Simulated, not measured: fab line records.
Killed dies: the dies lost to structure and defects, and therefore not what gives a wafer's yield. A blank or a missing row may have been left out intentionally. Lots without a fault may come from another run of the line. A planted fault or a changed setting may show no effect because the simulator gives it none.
The tool behind it: which one?    flow nand-harc    13 lots with 39 wafers sampled at 5 steps, on a route of 1302 steps

## WHAT EACH GAUGE READ, for each wafer
NHARC_END_SORT_01. Usual: killed-at-array 56, standard deviation 19; killed-at-other 1.0, standard deviation 1.3; killed-at-periphery 3.8, standard deviation 2.2; killed-dies 61, standard deviation 19; killed-open 3.1, standard deviation 1.9; killed-short 2.3, standard deviation 1.5.
lot   measured      on         killed-at-array  killed-at-other  killed-at-periphery  killed-dies  killed-open  killed-short  flag
L761  day 30 05:26  prober-02  79 75 477        6 0 4            5 5 1                90 80 482    1 2 6        5 5 2         OFF
L762  day 30 09:55  prober-01  50 38 420        3 1 2            3 1 6                56 40 428    2 4 0        2 1 2         OFF

## WHAT TOOL EACH LOT RAN ON (gives the tool, then ch and the chambers of the sampled wafers, and finally the start)
lot   NHARC_A_WL_FILL_CVD_03         NHARC_A_BONDPAD_PVD_27                   NHARC_THIN_TSV_ETCH_15            NHARC_THIN_TSV_ANNEAL_52
L748  cvd-w-02 ch 0,1, day 20 18:44  pvd-sputter-03, day 24 06:11 or earlier  rie-si-02 ch 1,2, day 24 06:11    rtp-anneal-01 ch 0, day 24 09:29
L749  cvd-w-01 ch 0,1, day 20 20:56  pvd-sputter-01, day 24 07:38 or earlier  rie-si-01 ch 0,1,2, day 24 07:38  rtp-anneal-01 ch 0, day 24 10:54
L750  cvd-w-02 ch 0,1, day 21 07:20  pvd-sputter-01, day 24 17:51 or earlier  rie-si-02 ch 1,2,3, day 24 17:51  rtp-anneal-01 ch 0, day 24 21:08
L752  cvd-w-02 ch 0,1, day 21 14:52  pvd-sputter-03, day 25 00:51 or earlier  rie-si-01 ch 2,3, day 25 00:51    rtp-anneal-02 ch 0, day 25 04:11
L753  cvd-w-02 ch 0,1, day 21 22:08  pvd-sputter-03, day 25 10:15 or earlier  rie-si-03 ch 1,2,3, day 25 10:15  rtp-anneal-01 ch 0, day 25 13:31
L755  cvd-w-02 ch 0,1, day 23 06:35  pvd-sputter-01, day 26 18:37 or earlier  rie-si-01 ch 0,1, day 26 18:37    rtp-anneal-02 ch 0, day 26 21:56
L761  cvd-w-02 ch 0,1, day 26 00:47  pvd-sputter-01, day 29 13:19 or earlier  rie-si-01 ch 0,3, day 29 13:19    rtp-anneal-02 ch 0, day 29 16:41
L762  cvd-w-02 ch 0,1, day 26 11:31  pvd-sputter-03, day 29 17:35 or earlier  rie-si-03 ch 1,3, day 29 17:35    rtp-anneal-01 ch 0, day 29 20:51
L764  cvd-w-01 ch 1, day 27 11:19    pvd-sputter-02, day 30 23:47 or earlier  rie-si-02 ch 0,2,3, day 30 23:47  rtp-anneal-02 ch 0, day 31 02:57
L765  cvd-w-01 ch 1, day 27 11:49    pvd-sputter-02, day 30 22:33 or earlier  rie-si-01 ch 0,1, day 30 22:33    rtp-anneal-01 ch 0, day 31 01:44
L767  cvd-w-01 ch 1, day 27 20:01    pvd-sputter-01, day 31 07:23 or earlier  rie-si-03 ch 0,1,3, day 31 07:23  rtp-anneal-01 ch 0, day 31 10:37
L769  cvd-w-01 ch 0,1, day 29 06:35  pvd-sputter-03, day 32 15:20 or earlier  rie-si-01 ch 0,1, day 32 15:20    rtp-anneal-01 ch 0, day 32 18:33
L771  cvd-w-01 ch 0,1, day 30 09:46  pvd-sputter-02, day 33 21:28 or earlier  rie-si-03 ch 0,3, day 33 21:28    rtp-anneal-02 ch 0, day 34 00:38
- NHARC_A_WL_FILL_CVD_03: deposits W, target thk 40 nm, time 279 s.
- NHARC_A_BONDPAD_PVD_27: deposits Cu, target thk 30 nm, time 20.49 s.
- NHARC_THIN_TSV_ETCH_15: target depth 3000 nm, bosch target overetch cycles 2, bosch etch step 2.8 s.
- NHARC_THIN_TSV_ANNEAL_52: time 90 s.

## AS READ BY THE TOOLS THEMSELVES (means over the sampled wafers that have a number; for cases with no such wafer, the mark the record gives instead)
NHARC_A_WL_FILL_CVD_03. Usual: heater-power-w 440 W, standard deviation 41; mfc-wf6-sccm 40.00 sccm, standard deviation 0.12; throttle-valve-pct 7.74 %, standard deviation 0.26.
lot   tool      heater-power-w (W)  mfc-wf6-sccm (sccm)  throttle-valve-pct (%)  flag
L748  cvd-w-02  434                 40.09                7.67                    
L749  cvd-w-01  456                 40.13                7.47                    
L750  cvd-w-02  462                 39.96                7.62                    
L752  cvd-w-02  456                 39.89                7.46                    
L753  cvd-w-02  464                 39.99                7.72                    
L755  cvd-w-02  463                 39.91                7.65                    
L761  cvd-w-02  426                 39.87                7.71                    
L762  cvd-w-02  464                 40.04                7.83                    
L764  cvd-w-01  414                 40.16                8.10                    
L765  cvd-w-01  427                 40.09                7.99                    
L767  cvd-w-01  415                 39.92                7.93                    
L769  cvd-w-01  445                 40.09                7.66                    
L771  cvd-w-01  441                 40.02                7.88                    

NHARC_A_BONDPAD_PVD_27. Usual: cathode-dc-power-W 4999.9 W, standard deviation 0.95; throttle-valve-pct 29.8 %, standard deviation 0.91.
lot   tool            cathode-dc-power-W (W)  throttle-valve-pct (%)  flag
L748  pvd-sputter-03  5000.5                  30.4                    
L749  pvd-sputter-01  4999.7                  29.8                    
L750  pvd-sputter-01  4999.9                  29.7                    
L752  pvd-sputter-03  4999.8                  30.3                    
L753  pvd-sputter-03  4999.7                  30.2                    
L755  pvd-sputter-01  4999.5                  30.0                    
L761  pvd-sputter-01  4999.9                  29.5                    
L762  pvd-sputter-03  5000.8                  29.8                    
L764  pvd-sputter-02  4999.5                  29.3                    
L765  pvd-sputter-02  4999.9                  29.4                    
L767  pvd-sputter-01  5000.7                  29.7                    
L769  pvd-sputter-03  5000.5                  29.5                    
L771  pvd-sputter-02  4999.2                  30.1                    

NHARC_THIN_TSV_ETCH_15. Usual: drypump-motor-current-A 5.8 A, standard deviation 0.4.
lot   tool       drypump-motor-current-A (A)  flag
L748  rie-si-02  5.9                          
L749  rie-si-01  5.9                          
L750  rie-si-02  6.0                          
L752  rie-si-01  6.0                          
L753  rie-si-03  5.5                          
L755  rie-si-01  5.7                          
L761  rie-si-01  6.2                          
L762  rie-si-03  5.4                          
L764  rie-si-02  6.2                          
L765  rie-si-01  5.7                          
L767  rie-si-03  5.5                          
L769  rie-si-01  5.7                          
L771  rie-si-03  5.3                          

NHARC_THIN_TSV_ANNEAL_52. Usual: wafer_temp_C_max 226.04, standard deviation 0.26.
lot   tool           wafer_temp_C_max  flag
L748  rtp-anneal-01  226.06            
L749  rtp-anneal-01  226.10            
L750  rtp-anneal-01  226.00            
L752  rtp-anneal-02  226.39            
L753  rtp-anneal-01  225.97            
L755  rtp-anneal-02  226.24            
L761  rtp-anneal-02  225.91            
L762  rtp-anneal-01  226.33            
L764  rtp-anneal-02  226.03            
L765  rtp-anneal-01  225.97            
L767  rtp-anneal-01  226.20            
L769  rtp-anneal-01  226.17            
L771  rtp-anneal-02  226.17            

## THE ANSWER, worked out from the rows above alone
Rule: take the mean of a lot's wafers that have a number; if it is more than 3 standard deviations from the usual mean, the lot is off. Also off: a lot with no number at a reading for which 4 or more lots have one. The other lots that the step has rows for count as sound. First the gauges in route order, then the tools' own readings, where a lot's mean is used as printed above. At the first step where some lot is off, the reading lying furthest off is the one used; lots without a number count as furthest.
Off: L761, L762, at NHARC_END_SORT_01 (killed-dies). Neither off nor sound, because the step has no rows for them: L748, L749, L750, L752, L753, L755, L764, L765, L767, L769, L771.
A tool fits if, at a process step before that reading, it ran every lot that is off, and no sound lot after the first of them. Those tools and the gauges at NHARC_END_SORT_01 are tried in the same way. With no start given for some of its lots, NHARC_A_BONDPAD_PVD_27 uses the hours and lot order of NHARC_THIN_TSV_ETCH_15. One fits: cvd-w-02 at NHARC_A_WL_FILL_CVD_03. It ran no sound lot before its first lot that is off in this sample, so the start can't be narrowed down.

## WHAT THE SIMULATOR HAD INSERTED
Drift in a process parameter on cvd-w-02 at NHARC_A_WL_FILL_CVD_03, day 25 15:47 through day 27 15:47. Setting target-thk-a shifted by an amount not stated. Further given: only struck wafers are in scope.
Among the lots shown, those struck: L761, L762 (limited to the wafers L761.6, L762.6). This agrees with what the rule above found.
